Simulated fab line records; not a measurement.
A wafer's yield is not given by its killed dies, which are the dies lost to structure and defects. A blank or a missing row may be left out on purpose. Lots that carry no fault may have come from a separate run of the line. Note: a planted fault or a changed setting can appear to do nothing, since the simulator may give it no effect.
Chamber matching ; flow n5 finfet ; N5_SD_EPI_N_ETCH_34 on rie diel-06: 4 sister chambers
The step etches SiARC in CF4, target depth 45.5 nm, time 75.8 s. 18 wafers are shown with their chamber, then 9 later ones without.

## WAFERS, EACH WITH ITS CHAMBER
wafer;chamber;showerhead plenum p Torr (Torr);throttle valve pct (%);oes product au (a.u.)
L074.3;3;2.18;15.58;0.75
L074.5;3;2.18;15.60;0.75
L074.6;2;2.17;15.44;0.71
L076.3;1;2.22;15.70;0.63
L076.4;3;2.18;15.62;0.75
L076.6;3;2.18;15.62;0.75
L079.1;2;2.17;15.46;0.70
L079.3;1;2.22;15.71;0.63
L079.5;3;2.18;15.63;0.74
L086.2;1;2.21;15.72;0.60
L086.3;3;2.17;15.65;0.73
L086.5;2;2.16;15.49;0.67
L087.3;3;2.17;15.67;0.73
L087.4;0;2.13;15.92;0.61
L087.5;2;2.16;15.52;0.68
L090.2;0;2.13;15.93;0.61
L090.5;0;2.13;15.92;0.61
L090.6;1;2.21;15.76;0.61

SIGNATURES, as means of the wafers listed above
reading;chamber 0;chamber 1;chamber 2;chamber 3;scatter within a chamber
showerhead plenum p Torr;2.1300;2.2150;2.1650;2.1771;0.00495
throttle valve pct;15.9233;15.7225;15.4775;15.6243;0.0283
oes product au;0.6100;0.6175;0.6900;0.7429;0.0126
Rule: distance of a wafer from a chamber = root of the sum over the readings of ((wafer's reading minus chamber's mean) / reading's scatter) squared. If the next closest chamber is less than 2 further off than the closest, the wafer can't be placed; otherwise it belongs to the closest. The scatter is the square root of a quotient: the sum, over the shown wafers, of each reading's squared deviation from its chamber's mean, divided by wafers minus chambers.

## WAFERS MISSING THEIR CHAMBER
wafer;showerhead plenum p Torr (Torr);throttle valve pct (%);oes product au (a.u.)
L093.2;2.17;15.69;0.70
L093.4;2.16;15.53;0.68
L093.5;2.16;15.53;0.67
L094.1;2.16;15.53;0.66
L094.2;2.21;15.76;0.61
L094.3;2.13;15.95;0.60
L095.2;2.16;15.54;0.66
L095.3;2.17;15.70;0.70
L095.5;2.17;15.69;0.71

## THE CHAMBER EACH PASSED THROUGH
wafer;from the rows above;in truth
L093.2;3;3
L093.4;2;2
L093.5;2;2
L094.1;2;2
L094.2;1;1
L094.3;0;0
L095.2;2;2
L095.3;3;3
L095.5;3;3
Correct placement for 9 of the 9. Number that these rows cannot place: 0. Wrongly placed: 0.
